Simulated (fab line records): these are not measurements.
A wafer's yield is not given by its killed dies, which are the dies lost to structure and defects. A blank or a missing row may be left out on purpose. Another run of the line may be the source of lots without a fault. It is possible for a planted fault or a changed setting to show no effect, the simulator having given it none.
A lot that was struck, set against a sound lot + flow n5-finfet + 39 out of 1938 route steps
Sound: wafers L117.2, L117.5, L117.6. Struck: wafer L116.6; the same lot's L116.4 was not struck, so it is left out; see the end for the cause.
Each step with rows lists, per side, the tool, then ch with its chambers, then its first start. Under that, the readings that differ: sound wafers + struck wafers + difference of the means + sigmas: that difference in standard deviations of wafers without a fault.
alike: words and numbers the same on both sides, and readings whose means are apart by under 2 such deviations; not compared: readings that were withheld, readings missing a value for some wafer, numbers with overlapping values and no deviation given by the record, and bounds like >300 which may hide the same value.
Wherever a step has rows on one side only, a row that says differs or no value, or a row with sigmas, the two part there. Numbers that don't overlap but have no deviation are shown without sigmas and don't part them. A reading that every wafer of one side lacks parts them only if that side has two wafers or more.

first, 9 steps without rows for these wafers: N5_BEOL_M4_ANNEAL_95 (time 240 s); N5_BEOL_M4_SPUTTER_96 (material Cu, target thk 4.5 nm, time 8.29 s); N5_BEOL_M4_ECD_50 (material Cu, target thk 300 nm); N5_BEOL_M4_ANNEAL_51 (time 90 s); N5_BEOL_M4_CMP_52 (polishes, stops on SiOC, t overpolish 6.8 s, target thk 40 nm); N5_BEOL_M4_PRE_CLEAN_60 (time 15 s); N5_BEOL_M4_CO_CAP_55 (material Co, precursor CCTBA/H2, target thk 2 nm, time 102.1 s); N5_BEOL_M4_PRE_CLEAN_56 (time 15 s); N5_BEOL_M4_DEP_57 (deposits SiCN from 3MS/NH3, target thk 8 nm, time 14 s).
N5_BEOL_M4_RC_MEAS_101:
  sound on prober-02 ch 0, day 10 21:43; struck on prober-01 ch 0, day 11 02:34
  alike: DIBL_N, DIBL_P, IOFF_N, IOFF_P, ION_N, ION_P, SS_N, SS_P, VT_N, VT_P
then, 24 steps without rows for these wafers: N5_BEOL_M5_ILD_DEP_00 (deposits SiCOH lowk from DEMS/porogen, target thk 140.64 nm, time 25.9 s); N5_BEOL_M5_CURE_79 (cures SiCOH lowk, time 240 s); N5_BEOL_M5_PECVD_70 (deposits SiO2 from TEOS/O2, target thk 16 nm, time 18 s); N5_BEOL_M5_HM_DEP_02 (deposits TiN, target thk 20 nm); N5_BEOL_M5_COAT_59 (time 60 s, resist thk 60 nm); N5_BEOL_M5_COAT_60 (time 60 s, resist thk 12 nm); N5_BEOL_M5_COAT_71 (time 60 s, resist thk 5 nm); N5_BEOL_M5_COAT_05 (resist thk 30 nm); N5_BEOL_M5_EBR_07; N5_BEOL_M5_SOFTBAKE_06 (time 60 s); N5_BEOL_M5_EXPOSE_08 (exposes mask M5, target cd 28 nm); N5_BEOL_M5_PEB_09 (peb time 60 s); N5_BEOL_M5_DEVELOP_10 (develop time 30 s); N5_BEOL_M5_DESCUM_16 (chemistry O2, time 7 s); N5_BEOL_M5_ETCH_72 (etches underlayer in N2/H2, target depth 6.5 nm, time 5.2 s); N5_BEOL_M5_ETCH_61 (etches SiARC in CF4, target depth 15.6 nm, time 26 s); N5_BEOL_M5_ETCH_62 (etches SOC in N2/H2, target depth 75 nm, overetch 15 nm, time 112.5 s); N5_BEOL_M5_STRIP_63 (strips in N2/H2); N5_BEOL_M5_STRIP_73 (strips in N2/H2); N5_BEOL_M5_STRIP_64 (strips in CF4); N5_BEOL_M5_HM_OPEN_17 (chemistry Cl2/BCl3, target TiN, target depth 20 nm, overetch 6 nm); N5_BEOL_M5_STRIP_19 (strips in O2); N5_BEOL_M5_COAT_65 (time 60 s, resist thk 60 nm); N5_BEOL_M5_COAT_66 (time 60 s, resist thk 12 nm).
-- the record jumps here: 4 days lie between the struck wafers' starts before and after (it left off in module BEOL_M5 and takes up again in module BEOL_M15, whose first step shown is number 1800 of the route) --
N5_BEOL_M15_EXPOSE_25: exposes mask M15, target cd 400 nm.
  sound on krf-scanner-01 ch 0, day 14 12:29; struck on krf-scanner-01 ch 0, day 15 02:43
  alike: mask
N5_BEOL_M15_CD_MEAS_28 targets a cd of 407.6 nm.
  sound on cd-sem-02 ch 0, day 14 12:39; struck on cd-sem-02 ch 0, day 15 02:53
| reading    | sound             | struck | difference | sigmas |
|------------|-------------------|--------|------------|--------|
| cd-nm (nm) | 408.3 409.3 411.0 | 597.0  | +187.5     | +82    |
N5_BEOL_M15_DESCUM_33: chemistry O2, time 7.9 s.
  sound on rie-diel-03 ch 0,1, day 14 12:44; struck on rie-diel-03 ch 1, day 15 02:58
| reading                   | sound             | struck | difference | sigmas |
|---------------------------|-------------------|--------|------------|--------|
| model.BEOL_M15.cd-nm (nm) | 408.6 409.4 411.2 | 597    | +187       |        |
  alike: bias-power-w, drypump-motor-current-A, o2-flow-sccm, oes-product-au, rf-vpp-V, showerhead-plenum-p-Torr, throttle-valve-pct
  not compared: rf-hours-counter-h
N5_BEOL_M15_ETCH_38: etches SiCN in CF4/N2, target depth 106.4 nm, time 120.5 s.
  sound on rie-diel-03 ch 0,3; struck on rie-diel-03 ch 3
| reading                   | sound             | struck | difference | sigmas |
|---------------------------|-------------------|--------|------------|--------|
| model.BEOL_M15.cd-nm (nm) | 400.8 401.6 401.8 | 589.4  | +188.0     |        |
  alike: drypump-motor-current-A, oes-product-au, rf-vpp-V, showerhead-plenum-p-Torr, throttle-valve-pct
  not compared: rf-hours-counter-h
N5_PASSIVATION_PROBE_49:
  the record has rows for the struck wafers here (prober-02, day 15 19:11) and none for the sound ones

WHERE THEY PART
Last at N5_PASSIVATION_PROBE_49 as far as this record goes, first at N5_BEOL_M15_CD_MEAS_28.

WHY: the cause the simulator had injected
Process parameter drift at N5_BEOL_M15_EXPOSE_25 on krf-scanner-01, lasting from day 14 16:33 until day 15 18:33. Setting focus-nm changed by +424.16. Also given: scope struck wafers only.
